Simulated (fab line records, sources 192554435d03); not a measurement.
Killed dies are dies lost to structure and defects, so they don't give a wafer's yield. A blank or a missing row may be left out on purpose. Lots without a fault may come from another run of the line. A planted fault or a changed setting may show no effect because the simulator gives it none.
Chamber matching | flow n5_finfet | N5_HKMG_FIN_ALD_74 on ald_hk-02: 4 sister chambers
The step deposits La2O3, target thk 0.5 nm, pulse time 6 s, co reactant pulse time 1 s. 4 wafers are shown with their chamber, then 7 later ones without.

WAFERS WITH THEIR CHAMBER
wafer  | chamber | heater_power_w (W)
L525.3 | 0       | 365
L527.3 | 3       | 328
L534.2 | 2       | 314
L534.4 | 1       | 325

WAFERS WITHOUT THEIR CHAMBER
wafer  | heater_power_w (W)
L534.6 | 335
L539.1 | 375
L539.3 | 303
L539.6 | 371
L540.1 | 378
L540.2 | 306
L540.3 | 345

WHICH CHAMBER EACH WENT THROUGH
wafer  | from the rows above               | in truth
L534.6 | can't be placed: 3 or 1 or 2      | 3
L539.1 | 0                                 | 0
L539.3 | can't be placed: 2 or 1 or 3      | 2
L539.6 | 0                                 | 0
L540.1 | 0                                 | 0
L540.2 | can't be placed: 2 or 1 or 3      | 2
L540.3 | can't be placed: 3 or 0 or 1 or 2 | 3
Placed correctly: 3 of 7. Can't be placed from these rows: 4 (the true chamber is among the candidates in 4). Placed wrongly: 0.
How it was worked out, from the rows above alone: a wafer's distance from a chamber is the root of the sum, over the readings, of the square of ((its reading less the chamber's mean) divided by the reading's scatter). The wafer belongs to the nearest chamber; if the next one is less than 2 further off, it can't be placed. A chamber's mean is the mean of its shown wafers. The scatter: with one shown wafer a chamber, the root of the mean of the squares of how far each hidden wafer lies from its nearest shown one.
